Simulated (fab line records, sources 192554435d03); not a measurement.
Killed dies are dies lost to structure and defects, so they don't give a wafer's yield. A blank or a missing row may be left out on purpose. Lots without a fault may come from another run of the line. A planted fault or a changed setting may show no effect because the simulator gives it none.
fab line records | flow n5_finfet
record lots=4 wafers=12 last_day=17
route steps=1938 shown STI_FIN_REVEAL@209 DUMMY_GATE@212 SPACER0@261 SD_EPI_N@272 BEOL_M4@1111 PASSIVATION@1936
lots that met no fault: from a run of the same line without faults
start_h: hours from the record's first day to the start of the lot's first wafer shown | wait_h: hours since the lot's step before | " the same as in the row above | L1.1+2: a row that stands for several wafers | - no value, or no start given | * or withheld: withheld | < > ~ a bound
route shown NAME@n: a module of which the file shows steps, and the number in the route of the first | usual: mean/standard deviation of fault-free wafers | same: alike in all rows | chamber/n: place in a boat | sites: the reading at each site | _std_site: their standard deviation | _edge_site: outer sites' mean less inner sites' | radius_mm: how far each site lies from the wafer's centre | mask NAME#n: copy n | behind: the tool/chamber that last shaped the wafer | hold: why the lot was held/for how many hours/how that ended | device: the transistor (n, p or np) that didn't switch | end of line: the same wafers' tests at the end of the route | a step without rows: its recipe alone | killed: dies lost to structure and defects at the first sort, not the wafer's yield | map: a wafer's dies, x killed, . not, _ none there
set.NAME: the setting as run; set.NAME@STEP: as run at that earlier step | model.NAME: the simulator's own value behind a step, which no gauge read
lots at some steps of the route; a table a step, a row a wafer
services: from which hour (start_h, from the record's first day; less than 0 if before it) a tool's chamber was out of use, for how many hours, and why
## steps
# step N5_STI_FIN_REVEAL_PRECLEAN_18
# recipe chemistry=SC2 time_s=45 temp_c=35 mix=1:1:50
# step N5_STI_FIN_REVEAL_SRD_28
# recipe dry=ipa_marangoni time_s=30 temp_c=23 rinse_liquid=diw
# step N5_DUMMY_GATE_PRECLEAN_00
# recipe chemistry=O3/DIW time_s=60 temp_c=22 o3_ppm=10
# step N5_DUMMY_GATE_SRD_01
# recipe time_s=30 temp_c=23 rinse_liquid=diw dry=ipa_marangoni
# step N5_DUMMY_GATE_ALD_02
# recipe material=SiO2 target_thk_a=20 temp_c=300 ald_precursor_family=BDEAS ald_co_reactant=O2-plasma pulse_time_s=1 pressure_torr=2
# step N5_DUMMY_GATE_CVD_03
# recipe material=a-Si target_thk_a=1500 temp_c=530 precursor=SiH4 time_s=8042
# step N5_DUMMY_GATE_PRECLEAN_46
# recipe chemistry=DIW time_s=89.5 temp_c=23
# step N5_DUMMY_GATE_SRD_47
# recipe dry_time_s=32 dry=n2_spin spin_rpm=1500
# step N5_DUMMY_GATE_CMP_04
# recipe material=a-Si post_cmp_clean=alkaline_brush
# step N5_DUMMY_GATE_HM_DEP_06
# recipe material=SiNx target_thk_a=800 precursor=DCS/NH3 temp_c=700 pressure_mtorr=300 time_s=5141
# step N5_DUMMY_GATE_PECVD_30
# recipe material=SiO2 target_thk_a=550 temp_c=400 precursor=TEOS/O2 pressure_torr=6.5 rf_w=withheld teos_flow_sccm=withheld gas=O2 flow_sccm=2650 time_s=10.8
# columns lot.wafer tool chamber start_h wait_h
L352.3+4+6 pecvd-04 0,0,1 73.87 0.0
L368.2+3+6 pecvd-04 1,2,2 171.03 0.0
L369.3+4+5 pecvd-04 1,2,1 178.01 0.0
L370.2+4+6 pecvd-02 1,2,1 182.79 0.0
# step N5_DUMMY_GATE_COAT_34
# recipe resist=SOC temp_c=250 time_s=60 spin_rpm=1500 resist_thk_nm=60
# step N5_DUMMY_GATE_COAT_35
# recipe resist=SiARC temp_c=220 time_s=60 spin_rpm=1500 resist_thk_nm=10
# step N5_DUMMY_GATE_COAT_28
# recipe resist=underlayer temp_c=205 time_s=60 spin_rpm=1500 resist_thk_nm=10
# step N5_DUMMY_GATE_COAT_09
# recipe resist=CAR-EUV spin_rpm=1500 resist_thk_nm=30
# step N5_DUMMY_GATE_EBR_11
# recipe solvent=PGMEA ebr_width_mm=1.5
# step N5_DUMMY_GATE_SOFTBAKE_10
# recipe temp_c=110 time_s=60 resist=CAR-EUV
# step N5_DUMMY_GATE_EXPOSE_12
# recipe mask_id=GATE na=0.33 source_shape=annular sigma_inner=0.2 sigma_outer=0.6 polarization=unpolarized target_cd_nm=25 dose_mj=34
# step N5_DUMMY_GATE_PEB_13
# recipe peb_temp_c=100 peb_time_s=60 resist=CAR-EUV
# step N5_DUMMY_GATE_DEVELOP_14
# recipe develop_time_s=30 developer=TMAH resist=CAR-EUV rinse_liquid=surfactant_rinse dry=air_spin dev_temp_c=23
# step N5_DUMMY_GATE_INSPECT_17
# recipe mode=adi inspect_instrument=brightfield
# usual raw_defect_count=193/48
# columns lot.wafer tool chamber start_h wait_h raw_defect_count
L352.3 defect_inspect-01 - 74.29 0.0 270
L352.4 " - " " 303
L352.6 " - " " 214
L368.2 defect_inspect-01 - 171.58 0.0 1229
L368.3 " - " " 1220
L368.6 " - " " 1145
L369.3 defect_inspect-02 - 178.55 0.0 1204
L369.4 " - " " 1178
L369.5 " - " " 1296
L370.2 defect_inspect-01 - 183.22 0.1 211
L370.4 " - " " 168
L370.6 " - " " 197
# step N5_DUMMY_GATE_DESCUM_20
# recipe chemistry=O2 time_s=6.2 source_power_w=50 bias_power_w=20 pressure_mtorr=20 rf_frequency_hz=2.712e+07 temp_c=40 resist=CAR-EUV o2_flow_sccm=225
# step N5_DUMMY_GATE_ETCH_29
# recipe chemistry=N2/H2 target=underlayer target_depth_a=130 ion_energy_ev=200 pressure_mtorr=30 source_w=840 bias_w=150 n2_flow_sccm=200 h2_flow_sccm=200
# step N5_DUMMY_GATE_ETCH_36
# recipe chemistry=CF4 target=SiARC target_depth_a=130 pressure_mtorr=40 source_w=545 bias_w=36 Ar_flow_sccm=100 cf4_flow_sccm=100 ion_energy_ev=80
# step N5_DUMMY_GATE_ETCH_37
# recipe chemistry=N2/H2 target=SOC target_depth_a=600 overetch_a=300 temp_c=40 ion_energy_ev=200 pressure_mtorr=30 source_w=840 bias_w=150 n2_flow_sccm=200 h2_flow_sccm=200
# step N5_DUMMY_GATE_STRIP_38
# recipe chemistry=N2/H2 temp_c=40 n2_flow_sccm=200 h2_flow_sccm=200 rf_frequency_hz=6e+07
# step N5_DUMMY_GATE_STRIP_39
# recipe chemistry=N2/H2 temp_c=40 n2_flow_sccm=200 h2_flow_sccm=200 rf_frequency_hz=6e+07
# step N5_DUMMY_GATE_TRIM_49
# recipe chemistry=O2 resist=SOC time_s=29 target_cd_nm=14 source_power_w=300 bias_power_w=0 O2_flow_sccm=100 temp_c=20
# step N5_DUMMY_GATE_STRIP_40
# recipe chemistry=CF4 resist=SiARC power_w=300 bias_power_w=75 pressure_mtorr=50 cf4_flow_sccm=150 rf_frequency_hz=6e+07
# step N5_DUMMY_GATE_ETCH_31
# recipe chemistry=C4F6/O2 target=SiO2 mask_material=SOC target_depth_a=825 time_s=27.5 ion_energy_ev=250 pressure_mtorr=30 source_w=345 bias_w=185 Ar_flow_sccm=300 C4F6_flow_sccm=10 O2_flow_sccm=10
# step N5_DUMMY_GATE_STRIP_41
# recipe chemistry=O2 power_w=400 temp_c=40 pressure_mtorr=30 rf_frequency_hz=6e+07 bias_power_w=0 overash_fraction=0.3 o2_flow_sccm=225
# step N5_DUMMY_GATE_HM_OPEN_21
# recipe chemistry=CH3F/O2 target=SiNx target_depth_a=1200 Ar_flow_sccm=150 CH3F_flow_sccm=30 O2_flow_sccm=23 time_s=171.4 pressure_mtorr=30 source_w=395 bias_w=73 ion_energy_ev=120.7
# step N5_DUMMY_GATE_ETCH_32
# recipe chemistry=CF4 target=SiO2 target_depth_a=35 time_s=3.9 ion_energy_ev=350 pressure_mtorr=10 icp_w=800 bias_w=400 cf4_flow_sccm=80
# step N5_DUMMY_GATE_ETCH_23
# recipe chemistry=HBr/Cl2/O2 HBr_flow_sccm=150 Cl2_flow_sccm=80 O2_flow_sccm=12 bias_w=102 target_depth_a=410 time_s=22.3 target=poly-Si mask_material=SiO2 pressure_mtorr=10 icp_w=800
# step N5_DUMMY_GATE_ETCH_44
# recipe chemistry=HBr/O2 over_etch_frac=0.7 target_depth_a=1275 stop_on=SiO2 ion_energy_ev=60 bias_w=20 target=poly-Si mask_material=SiO2 pressure_mtorr=20 icp_w=400 HBr_flow_sccm=120 O2_flow_sccm=10
# step N5_DUMMY_GATE_ETCH_42
# recipe chemistry=CHF3/O2 target=SiO2 target_depth_a=35 time_s=31 ion_energy_ev=30 bias_w=12 pressure_mtorr=30 source_w=600 Ar_flow_sccm=200 CHF3_flow_sccm=50 O2_flow_sccm=5
# step N5_DUMMY_GATE_INSPECT_27
# recipe inspect_instrument=brightfield mode=aei
# usual raw_defect_count=295/70
# columns lot.wafer tool chamber start_h wait_h raw_defect_count
L352.3 defect_inspect-02 - 75.52 0.0 403
L352.4 " - " " 433
L352.6 " - " " 323
L368.2 defect_inspect-02 - 172.93 0.0 1328
L368.3 " - " " 1330
L368.6 " - " " 1257
L369.3 defect_inspect-01 - 180.04 0.0 1294
L369.4 " - " " 1276
L369.5 " - " " 1415
L370.2 defect_inspect-01 - 184.49 0.0 326
L370.4 " - " " 269
L370.6 " - " " 284
# step N5_SPACER0_INSPECT_04
# recipe inspect_instrument=darkfield mode=post_dep
# usual raw_defect_count=131/30
# columns lot.wafer tool chamber start_h wait_h raw_defect_count
L352.3 defect_inspect-02 - 76.12 0.1 174
L352.4 " - " " 138
L352.6 " - " " 136
L368.2 defect_inspect-02 - 173.54 0.1 1118
L368.3 " - " " 1132
L368.6 " - " " 1054
L369.3 defect_inspect-02 - 181.00 0.1 1121
L369.4 " - " " 1097
L369.5 " - " " 1150
L370.2 defect_inspect-01 - 189.10 0.1 149
L370.4 " - " " 102
L370.6 " - " " 130
# step N5_SD_EPI_N_INSPECT_11
# recipe mode=adi inspect_instrument=macro
# usual raw_defect_count=1.9/1.4
# columns lot.wafer tool chamber start_h wait_h raw_defect_count
L352.3 defect_inspect-01 - 76.57 0.0 0
L352.4 " - " " 2
L352.6 " - " " 1
L368.2 defect_inspect-02 - 174.00 0.0 >300
L368.3 " - " " >300
L368.6 " - " " >300
L369.3 defect_inspect-02 - 181.45 0.0 >300
L369.4 " - " " >300
L369.5 " - " " >300
L370.2 defect_inspect-02 - 189.43 0.0 5
L370.4 " - " " 0
L370.6 " - " " 2
# step N5_BEOL_M4_RC_MEAS_101
# usual DIBL_N=36.3/1.7 DIBL_P=36.5/1.8 IOFF_N=0.16/0.033 IOFF_P=0.21/0.037 ION_N=675/11 ION_P=462/7.9 SS_N=71.6/0.64 SS_P=73.3/0.68 VT_N=249/3.3 VT_P=-250/3.3
# columns lot.wafer tool chamber start_h wait_h DIBL_N[mV/V] DIBL_P[mV/V] IOFF_N[nA/um] IOFF_P[nA/um] ION_N[uA/um] ION_P[uA/um] SS_N[mV/dec] SS_P[mV/dec] VT_N[mV] VT_P[mV]
L352.3 prober-02 0 183.16 0.3 34.9 35.6 0.13 0.20 673 467 70.7 72.6 251 -252
L352.4 " 0 " " 34.9 35.7 0.14 0.21 666 467 71.5 73.5 251 -252
L352.6 " 0 " " 35.4 36.7 0.15 0.23 685 473 71.4 73.5 251 -248
L368.2 prober-02 0 291.79 0.2 37.9 38.5 0.21 0.22 690 462 72.2 73.7 245 -251
L368.3 " 0 " " 35.1 35.3 0.16 0.20 684 465 71.2 73.2 247 -254
L368.6 " 0 " " 39.6 40.9 0.26 0.30 693 471 72.1 75.5 242 -247
L370.2 prober-01 0 298.25 0.2 32.8 33.7 0.12 0.16 669 457 70.7 73.0 256 -253
L370.4 " 0 " " 34.1 35.2 0.14 0.18 660 457 71.2 72.9 252 -253
L370.6 " 0 " " 35.7 36.5 0.15 0.19 671 453 71.1 73.8 251 -254
L369.3 prober-02 0 298.49 0.3 40.3 39.9 0.24 0.24 693 461 73.0 74.6 246 -254
L369.4 " 0 " " 40.2 39.7 0.24 0.24 703 466 72.2 74.6 243 -249
L369.5 " 0 " " 36.1 35.1 0.14 0.17 676 458 71.3 72.9 251 -250
# step N5_PASSIVATION_PROBE_49
# usual defect_limited_yield=91.3/1.5 killed_at_M0_to_M3=34/9.4 killed_at_M4_up=13/5.3 killed_at_contacts=13/5.7 killed_at_front_end=40/10 killed_at_other=3.7/2.8 killed_dies=103/17 killed_on_rim=13/4.2 killed_open=67/13 killed_short=35/8.5 sort_bin_4_leakage=0.00/0.016 sort_bin_5_function=5.0/0.98 sort_bin_6_memory=3.3/0.7 sort_n_pass=1077/17 sort_yield_pct=91.3/1.5
# same gross_dies=1180 killed_at_back_side=0 sort_bin_8_speed[%]=0
# columns lot.wafer tool chamber start_h wait_h defect_limited_yield[%] killed_at_M0_to_M3 killed_at_M4_up killed_at_contacts killed_at_front_end killed_at_other killed_dies killed_on_rim killed_open killed_short sort_bin_4_leakage[%] sort_bin_5_function[%] sort_bin_6_memory[%] sort_n_pass sort_yield_pct[%]
L352.3 prober-01 - 289.61 0.1 91.9 34 11 7 43 0 95 17 62 30 0 5.3 2.5 1085 91.9
L352.4 prober-01 - 289.66 0.2 93.4 24 10 5 34 5 78 10 52 24 0 4.2 1.9 1102 93.4
L352.6 prober-01 - 289.76 0.3 90.9 33 11 14 39 10 107 19 74 32 0 5.8 3.0 1073 90.9
L369.3 prober-01 - 392.99 0.1 87.2 16 1 10 113 11 151 22 58 21 0 7.5 3.1 1029 87.2
L369.4 prober-01 - 393.04 0.2 83.5 37 9 14 131 4 195 29 59 33 0 9.5 3.5 985 83.5
L369.5 prober-01 - 393.09 0.2 84.2 48 13 11 103 11 186 32 79 33 0 9.1 4.8 994 84.2
L368.2 prober-01 - 397.56 0.1 85.2 40 7 17 110 1 175 27 61 36 0 7.5 4.4 1005 85.2
L368.3 prober-01 - 397.61 0.1 82.3 31 10 8 156 4 209 24 64 31 0 10.8 3.8 971 82.3
L368.6 prober-01 - 397.76 0.3 83.0 39 10 11 140 1 201 32 59 36 0.08 10.4 3.6 978 82.9
# killed by level:class
L352.3 STI_FIN_REVEAL:geometric_particle:open=19 BEOL_M1:geometric_particle:open=10 FIN_SAQP:geometric_particle:short=8 MOL_CONTACT_COAG:geometric_particle:open=6 BEOL_M3:geometric_particle:open=5 GATE_CUT:geometric_particle:short=4 BEOL_M0_SAQP:geometric_particle:open=4 BEOL_M0:geometric_particle:open=4
L352.4 STI_FIN_REVEAL:geometric_particle:open=14 FIN_SAQP:geometric_particle:short=5 BEOL_M0_SAQP:geometric_particle:open=5 BEOL_M2:geometric_particle:open=5 STI_FIN_REVEAL:geometric_particle:short=4 MOL_CONTACT_COAG:geometric_particle:open=4 BEOL_M1:geometric_particle:open=4 BEOL_M4:geometric_particle:open=4
L352.6 STI_FIN_REVEAL:geometric_particle:open=14 BEOL_M1:geometric_particle:open=9 MOL_CONTACT_COAG:geometric_particle:open=8 STARTING-WAFER:geometric_particle:open=7 FIN_SAQP:geometric_particle:short=6 FIN_SAQP:geometric_particle:open=6 MOL_CONTACT_COAG:geometric_particle:short=6 BEOL_M3:geometric_particle:open=6
L369.3 DUMMY_GATE:unspecified=72 STI_FIN_REVEAL:geometric_particle:open=14 MOL_CONTACT_COAG:geometric_particle:open=9 BEOL_M3:geometric_particle:open=5 DUMMY_GATE:geometric_particle:open=5 FIN_SAQP:geometric_particle:open=4 BEOL_M2:geometric_particle:open=4 FIN_SAQP:geometric_particle:short=3
L369.4 DUMMY_GATE:unspecified=103 MOL_CONTACT_COAG:geometric_particle:open=11 BEOL_M0_SAQP:geometric_particle:short=11 BEOL_M1:geometric_particle:open=10 BEOL_M3:geometric_particle:open=6 FIN_SAQP:geometric_particle:open=5 STI_FIN_REVEAL:geometric_particle:open=5 BEOL_M0_SAQP:geometric_particle:open=5
L369.5 DUMMY_GATE:unspecified=74 BEOL_M0_SAQP:geometric_particle:open=11 MOL_CONTACT_COAG:geometric_particle:open=9 BEOL_M3:geometric_particle:open=9 BEOL_M2:geometric_particle:open=8 FIN_SAQP:geometric_particle:open=7 BEOL_M0_SAQP:geometric_particle:short=7 BEOL_M1:geometric_particle:open=5
L368.2 DUMMY_GATE:unspecified=78 BEOL_M0_SAQP:geometric_particle:open=12 MOL_CONTACT_COAG:geometric_particle:open=11 STI_FIN_REVEAL:geometric_particle:open=9 BEOL_M3:geometric_particle:open=9 BEOL_M0_SAQP:geometric_particle:short=8 FIN_SAQP:geometric_particle:short=7 MOL_CONTACT_COAG:geometric_particle:short=6
L368.3 DUMMY_GATE:unspecified=111 FIN_SAQP:geometric_particle:open=13 BEOL_M0_SAQP:geometric_particle:open=13 FIN_SAQP:geometric_particle:short=8 MOL_CONTACT_COAG:geometric_particle:open=8 BEOL_M0_SAQP:geometric_particle:short=7 STI_FIN_REVEAL:geometric_particle:open=6 BEOL_M3:geometric_particle:open=5
L368.6 DUMMY_GATE:unspecified=106 FIN_SAQP:geometric_particle:short=13 FIN_SAQP:geometric_particle:open=10 BEOL_M2:geometric_particle:open=10 MOL_CONTACT_COAG:geometric_particle:open=9 BEOL_M0_SAQP:geometric_particle:short=7 BEOL_M3:geometric_particle:open=7 BEOL_M0_SAQP:geometric_particle:open=6
# map L368.3 (x killed, . not)
_________________.x..........________________
______________..x........x......_____________
___________....x...............x...__________
__________........x....x............_________
________....................x........._______
_______....x.........xx..x.x..........x______
______..x.....x..x...x..xx.............._____
_____.x......................x....x......____
____.......x...xx....x..x......x.........x___
___.......................x............x...__
___.....xx.......x...x..............x.....x__
__......x..x..............x................._
__..........x.......x....x.............xx..._
_......x............x.....x..xxx...x..x......
_..........x............x..x.........x...x...
_............................x...............
_........x........................x..x..x..x.
_..........................x.......xxxxx.x...
_........x.....................x...xxxxxxxx..
_.................x...............xxxxxxxxxxx
_.........x.x..........x........xxxxxxxxxxxxx
__..............x...x..........x.xxxxxxxxxxx_
__...............xx.............xxxxxxxxxxxx_
___....................x.....x..xxxxxxxxxxx__
___..............x...xx.........xxxxxxxxxxx__
____.....x.x.............xx.x...xxxxxxxxxx___
_____...........x...x.....x......xxxxxxxx____
______............................xxxxxx_____
_______.............x...............x.x______
________...x.................x.x......_______
__________.....................x.x.._________
___________....x....x..............__________
______________.....x............_____________
_________________.........x..________________
# map L369.4 (x killed, . not)
_________________........xx..________________
______________.x................_____________
___________...x.................xx.__________
__________.........xx......x...x...._________
________...........x.................._______
_______x.........x.....................______
______..x.x.........x......x......x....._____
_____x...................x...............____
____..........................xx..........___
___...x................x.............x.....__
___.................x......................__
__...............x.....x..........x........._
__.............................x..........x._
_..........x.....x........x............x.....
_...........x.xx.......x...x.........x...x...
_.............xx....x........................
_.............x...........x....x..x..........
_............x...................x..x.xxxxxx.
_.....x.......x...........x......x...xxxx.xxx
_................x.......x.........xxxxxxxxxx
_....x................x...x.....xxxxxxxxxxxxx
__......................xx....x..xxxxxxxxxxx_
__x..............................xxxxxxxxxxx_
___...............x............x.xxxxxxxxxx__
___.............x.x..............xxxxxxxxxx__
____......x.x....x..x....x.......xxxxxxxxx___
_____...................x.x......xxxxxxxx____
______..x.x.x.....................xxxxxx_____
_______..x.......x...................xx______
________.x..........xx..x...x.x..xx..._______
__________...............x...x.....x_________
___________........................__________
______________.................._____________
_________________............________________
## services
# columns tool chamber start_h hours kind
pecvd-04 0 69.27 4.5 repair
pecvd-02 - 136.08 14.6 pm
pecvd-02 0 153.68 4.6 repair
pecvd-04 1 163.50 5.5 scheduled_down
## key
first_sign step=N5_DUMMY_GATE_INSPECT_17 reading=raw_defect_count direction=up sigmas=21 usual=193 struck=1212
effect step=N5_DUMMY_GATE_INSPECT_27 reading=raw_defect_count direction=up sigmas=15 usual=295 struck=1317
effect step=N5_SPACER0_INSPECT_04 reading=raw_defect_count direction=up sigmas=32 usual=131 struck=1112
effect step=N5_SD_EPI_N_INSPECT_11 reading=raw_defect_count direction=up sigmas=99+ usual=1.9 struck=>300
effect step=N5_PASSIVATION_PROBE_49 reading=killed_at_front_end direction=up sigmas=8.1 usual=40 struck=126
more_kills_born_at N5_DUMMY_GATE_PECVD_30@pecvd-04=544
met_at N5_DUMMY_GATE_PECVD_30
struck_wafers L368.2,L368.3,L368.6,L369.3,L369.4,L369.5
onset_between 73.87 171.03
fault kind=chamber_particle_source tool=pecvd-04 chamber=- onset_h=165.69 steps=N5_DUMMY_GATE_PECVD_30 rate_per_visit_cm2=1.4933 end_h=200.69
